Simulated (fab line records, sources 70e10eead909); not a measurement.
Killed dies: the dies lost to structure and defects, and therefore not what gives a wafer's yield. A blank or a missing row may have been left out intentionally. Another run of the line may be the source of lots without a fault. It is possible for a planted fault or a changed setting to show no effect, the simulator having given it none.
Comparing a struck lot with a sound one | flow nandHarc | 15 out of 1159 route steps
Sound: the wafers L757.2, L757.3, L757.5. The struck wafers were L770.1, L770.3, L770.6. Last of all comes the cause.
At each step with rows: each side's tool, then ch and its chambers, then its first start. Under that, the readings that differ: sound wafers | struck wafers | difference of the means | sigmas: that difference in standard deviations of wafers without a fault.
alike: readings with means less than 2 such deviations apart, plus words and numbers identical on both sides. not compared: withheld readings, readings lacking a value on some wafer, bounds such as >300 that could conceal the same value, and numbers that have no deviation in the record and whose values overlap.
A row with sigmas, a row that says differs or no value, or rows on one side alone: a step with any of these is where the two part. When numbers do not overlap yet have no deviation, they are printed without sigmas and do not part them. A reading missing from all wafers of one side parts the sides only when that side holds two or more wafers.

NHARC_P_GATE_ETCHBACK_37: etches the open film in CHF3/O2, target depth 34.5 nm, time 17.2 s.
  sound on rieDiel-11 ch 1,2; struck on rieDiel-11 ch 0,3
  alike: drypumpMotorCurrentA, oesProductAu, rfVppV, showerheadPlenumPTorr, throttleValvePct
  not compared: rfHoursCounterH
NHARC_P_GATE_STRIP_101: strips in O2, time 20 s.
  sound on rieDiel-11 ch 0,1,3, day 5 04:28; struck on rieDiel-11 ch 0,2,3, day 8 21:14
  alike: drypumpMotorCurrentA, oesProductAu, rfVppV, showerheadPlenumPTorr, throttleValvePct
  not compared: rfHoursCounterH
then, 10 steps without rows for these wafers: NHARC_P_GATE_PRECLEAN_97 (cleans in SPM, time 600 s); NHARC_P_GATE_SRD_98; NHARC_P_GATE_PRECLEAN_99 (cleans in SC1); NHARC_P_GATE_SRD_100; NHARC_P_GATE_DEHYDRATE_38 (time 120 s); NHARC_P_GATE_HMDS_39 (time 30 s); NHARC_P_GATE_COAT_40; NHARC_P_GATE_SOFTBAKE_41 (time 95 s); NHARC_P_GATE_EBR_42; NHARC_P_GATE_EXPOSE_43 (exposes mask P NSD, target cd 720 nm).
NHARC_P_GATE_PEB_44: peb time 85 s.
  sound on lithoTrack-07 ch 0, day 5 05:19; struck on lithoTrack-05 ch 0, day 8 21:57
reading               | sound                | struck               | difference | sigmas
heaterPowerTotalW (W) | 164.15 164.39 164.02 | 161.08 161.23 161.70 | -2.85      | -11
plateTempC (C)        | 118.17 118.13 118.13 | 116.61 116.82 116.70 | -1.43      | -11
then, 2 steps without rows for these wafers: NHARC_P_GATE_DEVELOP_45 (time 70 s); NHARC_END_SORT_01.

== WHERE THEY PART ==
Only at NHARC_P_GATE_PEB_44, as far as this record shows.

WHY: whatever the simulator had introduced
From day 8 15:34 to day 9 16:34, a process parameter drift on lithoTrack-05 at NHARC_P_GATE_PEB_44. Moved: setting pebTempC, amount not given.
